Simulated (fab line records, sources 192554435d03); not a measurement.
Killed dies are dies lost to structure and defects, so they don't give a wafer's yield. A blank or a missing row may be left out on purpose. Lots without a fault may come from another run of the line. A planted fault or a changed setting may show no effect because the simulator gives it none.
Chamber matching | flow n5_finfet | N5_ZERO_LAYER_PECVD_02 on pecvd-01: 3 sister chambers
The step deposits SiO2 from SiH4/N2O, target thk 10 nm, time 6 s. 14 wafers are shown with their chamber, then 7 later ones without.

WAFERS WITH THEIR CHAMBER
wafer  | chamber | showerhead_plenum_p_Torr (Torr) | heater_power_w (W)
L074.1 | 1       | 8.00                            | 655
L074.4 | 2       | 8.30                            | 792
L074.6 | 1       | 8.02                            | 645
L075.3 | 2       | 8.29                            | 741
L075.4 | 2       | 8.28                            | 745
L075.5 | 0       | 8.34                            | 809
L078.2 | 1       | 7.98                            | 568
L078.4 | 1       | 8.00                            | 580
L078.6 | 2       | 8.29                            | 861
L081.2 | 2       | 8.27                            | 828
L081.4 | 0       | 8.35                            | 713
L081.6 | 1       | 8.00                            | 624
L082.1 | 0       | 8.36                            | 866
L082.2 | 1       | 8.03                            | 607

SIGNATURES (means of the wafers above)
reading                  | chamber 0 | chamber 1 | chamber 2 | scatter within a chamber
showerhead_plenum_p_Torr | 8.3500    | 8.0050    | 8.2860    | 0.0144
heater_power_w           | 796.00    | 613.17    | 793.40    | 51.2
Rule: a wafer's distance from a chamber is the root of the sum, over the readings, of the square of ((its reading less the chamber's mean) divided by the reading's scatter). The wafer belongs to the nearest chamber; if the next one is less than 2 further off, it can't be placed. The scatter: the root of (the sum of the squares of (reading less its chamber's mean) over the shown wafers, divided by (wafers less chambers)).

WAFERS WITHOUT THEIR CHAMBER
wafer  | showerhead_plenum_p_Torr (Torr) | heater_power_w (W)
L082.6 | 8.34                            | 856
L083.1 | 8.26                            | 878
L083.4 | 8.28                            | 886
L083.5 | 8.00                            | 618
L086.1 | 8.35                            | 838
L086.3 | 7.99                            | 591
L086.5 | 8.00                            | 589

WHICH CHAMBER EACH WENT THROUGH
wafer  | from the rows above | in truth
L082.6 | 0                   | 0
L083.1 | 2                   | 2
L083.4 | 2                   | 2
L083.5 | 1                   | 1
L086.1 | 0                   | 0
L086.3 | 1                   | 1
L086.5 | 1                   | 1
Placed correctly: 7 of 7. Can't be placed from these rows: 0. Placed wrongly: 0.
